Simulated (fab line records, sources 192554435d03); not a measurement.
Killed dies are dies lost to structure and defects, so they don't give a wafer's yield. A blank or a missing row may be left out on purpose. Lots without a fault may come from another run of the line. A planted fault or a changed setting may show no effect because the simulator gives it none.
Chamber matching | flow n5_finfet | N5_STI_FIN_REVEAL_STRIP_24 on rie_diel-05: 4 sister chambers
The step strips in N2/H2, time 90 s. 18 wafers are shown with their chamber, then 9 later ones without.

WAFERS WITH THEIR CHAMBER
wafer  | chamber | drypump_motor_current_A (A) | throttle_valve_pct (%) | oes_product_au (a.u.)
L078.2 | 2       | 6.6                         | 12.60                  | 0.73
L078.3 | 3       | 5.2                         | 12.58                  | 0.64
L078.6 | 3       | 5.2                         | 12.55                  | 0.65
L079.1 | 2       | 6.6                         | 12.61                  | 0.73
L079.2 | 1       | 5.7                         | 11.99                  | 0.96
L079.5 | 2       | 6.6                         | 12.60                  | 0.72
L082.1 | 1       | 5.7                         | 12.01                  | 0.93
L082.2 | 2       | 6.6                         | 12.64                  | 0.71
L082.4 | 2       | 6.6                         | 12.62                  | 0.72
L087.3 | 2       | 6.6                         | 12.65                  | 0.71
L087.4 | 1       | 5.6                         | 12.04                  | 0.89
L087.5 | 0       | 5.8                         | 11.95                  | 0.97
L088.1 | 1       | 5.7                         | 12.07                  | 0.89
L088.3 | 3       | 5.2                         | 11.92                  | 0.93
L088.4 | 2       | 6.6                         | 12.66                  | 0.71
L089.2 | 2       | 6.6                         | 12.66                  | 0.70
L089.4 | 3       | 5.2                         | 11.94                  | 0.92
L089.5 | 1       | 5.7                         | 12.05                  | 0.88

SIGNATURES (means of the wafers above)
reading                 | chamber 0 | chamber 1 | chamber 2 | chamber 3 | scatter within a chamber
drypump_motor_current_A | 5.800     | 5.680     | 6.600     | 5.200     | 0.0239
throttle_valve_pct      | 11.9500   | 12.0320   | 12.6300   | 12.2475   | 0.172
oes_product_au          | 0.9700    | 0.9100    | 0.7162    | 0.7850    | 0.0774
Rule: a wafer's distance from a chamber is the root of the sum, over the readings, of the square of ((its reading less the chamber's mean) divided by the reading's scatter). The wafer belongs to the nearest chamber; if the next one is less than 2 further off, it can't be placed. The scatter: the root of (the sum of the squares of (reading less its chamber's mean) over the shown wafers, divided by (wafers less chambers)).

WAFERS WITHOUT THEIR CHAMBER
wafer  | drypump_motor_current_A (A) | throttle_valve_pct (%) | oes_product_au (a.u.)
L091.3 | 5.8                         | 11.97                  | 0.95
L091.5 | 6.6                         | 12.69                  | 0.70
L091.6 | 5.2                         | 11.95                  | 0.92
L093.2 | 6.5                         | 12.70                  | 0.70
L093.4 | 5.7                         | 12.10                  | 0.87
L093.6 | 5.2                         | 11.96                  | 0.90
L097.1 | 5.2                         | 11.98                  | 0.89
L097.3 | 6.6                         | 12.73                  | 0.69
L097.6 | 5.2                         | 11.98                  | 0.88

WHICH CHAMBER EACH WENT THROUGH
wafer  | from the rows above | in truth
L091.3 | 0                   | 0
L091.5 | 2                   | 2
L091.6 | 3                   | 3
L093.2 | 2                   | 2
L093.4 | 1                   | 1
L093.6 | 3                   | 3
L097.1 | 3                   | 3
L097.3 | 2                   | 2
L097.6 | 3                   | 3
Placed correctly: 9 of 9. Can't be placed from these rows: 0. Placed wrongly: 0.
